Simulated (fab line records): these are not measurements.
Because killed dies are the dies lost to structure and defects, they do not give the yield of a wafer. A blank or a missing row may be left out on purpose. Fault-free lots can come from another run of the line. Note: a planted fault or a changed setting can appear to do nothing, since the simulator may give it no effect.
Chamber matching -- flow n5 finfet -- 4 sister chambers for N5_HKMG_FIN_ALD_91 on ald metal-01
The step deposits TiN, target thk 1 nm, pulse time 1 s, purge time 3 s. 4 wafers are shown with their chamber, then 9 later ones without.

## WAFERS, EACH WITH ITS CHAMBER
wafer,chamber,heater power w (W)
L076.4,1,782
L089.1,3,1013
L089.2,0,1028
L089.3,2,944

## WAFERS MISSING THEIR CHAMBER
wafer,heater power w (W)
L092.1,978
L092.2,1030
L092.3,1025
L092.4,793
L092.5,966
L092.6,781
L097.1,1047
L097.2,759
L097.6,1026

## CHAMBER TAKEN BY EACH
wafer,from the rows above,in truth
L092.1,can't be placed: 2 or 3 or 0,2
L092.2,can't be placed: 0 or 3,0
L092.3,can't be placed: 0 or 3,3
L092.4,1,1
L092.5,can't be placed: 2 or 3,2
L092.6,1,1
L097.1,can't be placed: 0 or 3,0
L097.2,1,1
L097.6,can't be placed: 0 or 3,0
3 of 9 placed correctly. From these rows, 6 cannot be placed; in 6 the true chamber is one of the candidates. Placed wrongly: 0.
How it was worked out, from the rows above alone: a wafer's distance from a chamber is the root of the sum, over the readings, of the square of ((its reading less the chamber's mean) divided by the reading's scatter). If the next closest chamber is less than 2 further off than the closest, the wafer can't be placed; otherwise it belongs to the closest. Each chamber's mean is taken over the wafers shown for it. The scatter: with one shown wafer a chamber, the root of the mean of the squares of how far each hidden wafer lies from its nearest shown one.
